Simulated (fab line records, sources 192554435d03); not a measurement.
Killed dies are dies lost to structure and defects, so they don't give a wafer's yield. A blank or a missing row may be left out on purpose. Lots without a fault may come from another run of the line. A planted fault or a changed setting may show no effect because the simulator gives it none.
Split-lot experiment | flow n5_finfet | 7 lots, 39 wafers read, on a route of 1938 steps

THE SPLIT
At N5_BEOL_M7_ETCH_66 (etches SOC in N2/H2, target depth 80 nm, overetch 16 nm, time 120 s), the setting time_s was moved away from the recipe's 120 s on 12 of the 39 wafers read, by -53.6% to +16.0%. The other wafers ran this setting at the recipe's value.

The reading is taken at the split's own step.

THE READING
SiARC_of_BEOL_M7_COAT_64.thk_nm (the simulator's own value, which no gauge read), in nm, at N5_BEOL_M7_ETCH_66 (etches SOC in N2/H2, target depth 80 nm, overetch 16 nm, time 120 s). The file gives no usual value for it. The 27 wafers here that ran the recipe average 6.5 nm, standard deviation 0.17 nm.

wafer  | tool, chamber at the split | time_s as run, s | against the recipe | SiARC_of_BEOL_M7_COAT_64.thk_nm, nm | against lot-mates on the recipe
L076.1 | rie_diel-05, 1             | 120              | recipe             | 6.4                                 | -
L076.2 | rie_diel-05, 0             | 139.2            | +16.0%             | 5.8                                 | -0.6
L076.3 | rie_diel-05, 2             | 120              | recipe             | 6.2                                 | -
L076.4 | rie_diel-05, 3             | 139.2            | +16.0%             | 5.6                                 | -0.8
L076.5 | rie_diel-05, 1             | 139.2            | +16.0%             | 5.4                                 | -1.0
L076.6 | rie_diel-05, 0             | 120              | recipe             | 6.6                                 | -
L079.1 | rie_diel-05, 2             | 55.71            | -53.6%             | 9.2                                 | +2.9
L079.2 | rie_diel-05, 1             | 120              | recipe             | 6.2                                 | -
L079.6 | rie_diel-05, 1             | 120              | recipe             | 6.2                                 | -
L079.3 | rie_diel-05, 0             | 120              | recipe             | 6.6                                 | -
L079.4 | rie_diel-05, 3             | 55.71            | -53.6%             | 9.4                                 | +3.1
L079.5 | rie_diel-05, 0             | 55.71            | -53.6%             | 9.6                                 | +3.3
L083.1 | rie_diel-05, 2             | 120              | recipe             | 6.2                                 | -
L083.4 | rie_diel-05, 3             | 120              | recipe             | 6.4                                 | -
L083.6 | rie_diel-05, 3             | 120              | recipe             | 6.4                                 | -
L084.1 | rie_diel-01, 2             | 120              | recipe             | 6.4                                 | -
L084.2 | rie_diel-01, 0             | 59.48            | -50.4%             | 9.2                                 | +2.7
L084.3 | rie_diel-01, 1             | 120              | recipe             | 6.6                                 | -
L084.4 | rie_diel-01, 3             | 120              | recipe             | 6.6                                 | -
L084.5 | rie_diel-01, 2             | 59.48            | -50.4%             | 9.2                                 | +2.7
L084.6 | rie_diel-01, 1             | 59.48            | -50.4%             | 9.4                                 | +2.9
L091.1 | rie_diel-05, 0             | 67.27            | -43.9%             | 9                                   | +2.6
L091.2 | rie_diel-05, 1             | 67.27            | -43.9%             | 9                                   | +2.6
L091.3 | rie_diel-05, 2             | 120              | recipe             | 6.2                                 | -
L091.4 | rie_diel-05, 1             | 120              | recipe             | 6.4                                 | -
L091.5 | rie_diel-05, 0             | 120              | recipe             | 6.6                                 | -
L091.6 | rie_diel-05, 2             | 67.27            | -43.9%             | 8.8                                 | +2.4
L094.1 | rie_diel-01, 3             | 120              | recipe             | 6.6                                 | -
L094.2 | rie_diel-01, 2             | 120              | recipe             | 6.6                                 | -
L094.3 | rie_diel-01, 0             | 120              | recipe             | 6.4                                 | -
L094.4 | rie_diel-01, 1             | 120              | recipe             | 6.6                                 | -
L094.5 | rie_diel-01, 1             | 120              | recipe             | 6.8                                 | -
L094.6 | rie_diel-01, 2             | 120              | recipe             | 6.6                                 | -
L096.1 | rie_diel-05, 1             | 120              | recipe             | 6.4                                 | -
L096.2 | rie_diel-05, 2             | 120              | recipe             | 6.4                                 | -
L096.3 | rie_diel-05, 0             | 120              | recipe             | 6.8                                 | -
L096.4 | rie_diel-05, 3             | 120              | recipe             | 6.4                                 | -
L096.5 | rie_diel-05, 3             | 120              | recipe             | 6.4                                 | -
L096.6 | rie_diel-05, 0             | 120              | recipe             | 6.6                                 | -

THE FIT
A straight line over all 39 wafers: SiARC_of_BEOL_M7_COAT_64.thk_nm changes by -0.0553 nm for each +1% of time_s; r = -0.99; the points scatter about the line by 0.17 nm.
The same after taking each lot's own level away (the mean of its wafers on the recipe; 39 wafers): -0.0559 nm for each +1%; r = -0.99; scatter 0.15 nm.
On that fit, the largest move of time_s shifts the reading by 3 nm.
The lots' own levels span 6.33 to 6.60 nm, that is 1.5 times the standard deviation above.
So the lot-to-lot level changes the slope little: the two slopes agree.
Check: with one of the wafers moved furthest among these (-53.6%) left out of the fit, the line predicts +3.03 nm for it against its lot-mates. It came out at +2.87 nm against them.

OTHER SPLITS ON THESE WAFERS
These wafers also went through other splits before the reading. Each is held against what the fit with the lots' levels taken away leaves over:
other split on the same wafers        | wafers away from the commonest value | r with SiARC_of_BEOL_M7_COAT_64.thk_nm (lot level and that fit taken away)
N5_FIN_SAQP_SPACER1_ALD_24 ald_cycles | 15                                   | +0.10
N5_MOL_CONTACT_COAG_ALD_27 ald_cycles | 15                                   | -0.28
N5_BEOL_M3_VIA_ETCH_34 target_depth_a | 18                                   | +0.20
N5_BEOL_M4_DESCUM_16 time_s           | 18                                   | +0.16
N5_BEOL_M6_DEP_56 time_s              | 15                                   | -0.10

THE WHOLE CHAIN: every reading that the file lists as answering this split, in the file's order
step               | what it does                                                        | reading                                                                          | change (the file's fit)                | r (the file's)
N5_BEOL_M7_ETCH_66 | etches SOC in N2/H2, target depth 80 nm, overetch 16 nm, time 120 s | etch.depth_nm (the simulator's own value, which no gauge read)                   | +0.235 nm for each +1% of the setting  | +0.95
N5_BEOL_M7_ETCH_66 | etches SOC in N2/H2, target depth 80 nm, overetch 16 nm, time 120 s | SiARC_of_BEOL_M7_COAT_64.thk_nm (the simulator's own value, which no gauge read) | -0.0561 nm for each +1% of the setting | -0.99

THE FILE'S OWN FIT
SiARC_of_BEOL_M7_COAT_64.thk_nm changes by -0.0561 nm for each +1% of time_s, r = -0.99.
